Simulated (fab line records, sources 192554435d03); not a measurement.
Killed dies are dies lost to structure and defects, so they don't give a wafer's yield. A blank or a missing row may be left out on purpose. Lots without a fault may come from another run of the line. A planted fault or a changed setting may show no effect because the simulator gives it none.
Split-lot experiment | flow n5_finfet | 7 lots, 39 wafers read, on a route of 1938 steps

THE SPLIT
At N5_BEOL_M13_DEP_53 (deposits SiCN from 3MS/NH3, target thk 50 nm, time 17.8 s), the setting time_s was moved away from the recipe's 17.8 s on 18 of the 39 wafers read, by -44.3% to +59.4%. The other wafers ran this setting at the recipe's value.

The reading is taken at the split's own step.

THE READING
SiCN_of_BEOL_M13_DEP_53.thk_nm (the simulator's own value, which no gauge read), in nm, at N5_BEOL_M13_DEP_53 (deposits SiCN from 3MS/NH3, target thk 50 nm, time 17.8 s). The file gives no usual value for it. The 21 wafers here that ran the recipe average 50.0 nm, standard deviation 0.46 nm.

wafer  | tool, chamber at the split | time_s as run, s | against the recipe | SiCN_of_BEOL_M13_DEP_53.thk_nm, nm | against lot-mates on the recipe
L082.1 | pecvd-01, 2                | 17.8             | recipe             | 49.6                               | -
L082.2 | pecvd-01, 1                | 17.8             | recipe             | 49.8                               | -
L082.3 | pecvd-01, 0                | 9.909            | -44.3%             | 28.4                               | -21.4
L082.4 | pecvd-01, 0                | 17.8             | recipe             | 50                                 | -
L082.5 | pecvd-01, 1                | 9.909            | -44.3%             | 28.6                               | -21.2
L082.6 | pecvd-01, 2                | 9.909            | -44.3%             | 28.8                               | -21.0
L087.1 | pecvd-02, 0                | 11.17            | -37.2%             | 32                                 | -18.5
L087.2 | pecvd-02, 2                | 11.17            | -37.2%             | 32.2                               | -18.3
L087.4 | pecvd-02, 2                | 11.17            | -37.2%             | 32.2                               | -18.3
L087.3 | pecvd-02, 1                | 17.8             | recipe             | 49.8                               | -
L087.5 | pecvd-02, 0                | 17.8             | recipe             | 50.8                               | -
L087.6 | pecvd-02, 1                | 17.8             | recipe             | 51                                 | -
L088.1 | pecvd-02, 1                | 17.8             | recipe             | 50                                 | -
L088.3 | pecvd-02, 2                | 17.8             | recipe             | 49.6                               | -
L088.6 | pecvd-02, 2                | 17.8             | recipe             | 50.2                               | -
L091.1 | pecvd-01, 1                | 20.68            | +16.2%             | 56.8                               | +6.9
L091.2 | pecvd-01, 2                | 17.8             | recipe             | 50.2                               | -
L091.3 | pecvd-01, 0                | 17.8             | recipe             | 49.2                               | -
L091.4 | pecvd-01, 1                | 20.68            | +16.2%             | 58.2                               | +8.3
L091.5 | pecvd-01, 2                | 20.68            | +16.2%             | 58.6                               | +8.7
L091.6 | pecvd-01, 0                | 17.8             | recipe             | 50.4                               | -
L096.1 | pecvd-02, 0                | 28.37            | +59.4%             | 78.2                               | +28.1
L096.2 | pecvd-02, 2                | 17.8             | recipe             | 50                                 | -
L096.4 | pecvd-02, 2                | 17.8             | recipe             | 50                                 | -
L096.3 | pecvd-02, 1                | 28.37            | +59.4%             | 78.4                               | +28.3
L096.5 | pecvd-02, 1                | 28.37            | +59.4%             | 79.6                               | +29.5
L096.6 | pecvd-02, 0                | 17.8             | recipe             | 50.4                               | -
L094.1 | pecvd-03, 0                | 22.86            | +28.4%             | 63.2                               | +13.1
L094.2 | pecvd-03, 2                | 17.8             | recipe             | 49.6                               | -
L094.3 | pecvd-03, 2                | 22.86            | +28.4%             | 64.2                               | +14.1
L094.4 | pecvd-03, 0                | 17.8             | recipe             | 50.4                               | -
L094.5 | pecvd-03, 2                | 17.8             | recipe             | 50.2                               | -
L094.6 | pecvd-03, 0                | 22.86            | +28.4%             | 63.8                               | +13.7
L093.1 | pecvd-01, 2                | 17.8             | recipe             | 49.4                               | -
L093.2 | pecvd-01, 1                | 17.8             | recipe             | 49.2                               | -
L093.3 | pecvd-01, 0                | 27.42            | +54.0%             | 75.2                               | +25.6
L093.4 | pecvd-01, 1,0              | 27.42            | +54.0%             | 76.6                               | +27.0
L093.6 | pecvd-01, 1,0              | 27.42            | +54.0%             | 76.6                               | +27.0
L093.5 | pecvd-01, 2                | 17.8             | recipe             | 50.2                               | -
Where a row lists several chambers, the file gives one row for several wafers and doesn't say which wafer went through which chamber.

THE FIT
A straight line over all 39 wafers: SiCN_of_BEOL_M13_DEP_53.thk_nm changes by +0.483 nm for each +1% of time_s; r = +1.00; the points scatter about the line by 0.5 nm.
The same after taking each lot's own level away (the mean of its wafers on the recipe; 39 wafers): +0.485 nm for each +1%; r = +1.00; scatter 0.49 nm.
On that fit, the largest move of time_s shifts the reading by 29 nm.
The lots' own levels span 49.60 to 50.53 nm, that is 2.0 times the standard deviation above.
So the lot-to-lot level changes the slope little: the two slopes agree.
Check: with one of the wafers moved furthest among these (+59.4%) left out of the fit, the line predicts +28.9 nm for it against its lot-mates. It came out at +28.1 nm against them.

OTHER SPLITS ON THESE WAFERS
These wafers also went through other splits before the reading. Each is held against what the fit with the lots' levels taken away leaves over:
other split on the same wafers | wafers away from the commonest value | r with SiCN_of_BEOL_M13_DEP_53.thk_nm (lot level and that fit taken away)
N5_BEOL_M6_ETCH_62 time_s      | 15                                   | +0.18
N5_BEOL_M9_ILD_DEP_00 time_s   | 15                                   | -0.20

THE FILE'S OWN FIT
SiCN_of_BEOL_M13_DEP_53.thk_nm changes by +0.485 nm for each +1% of time_s, r = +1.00.
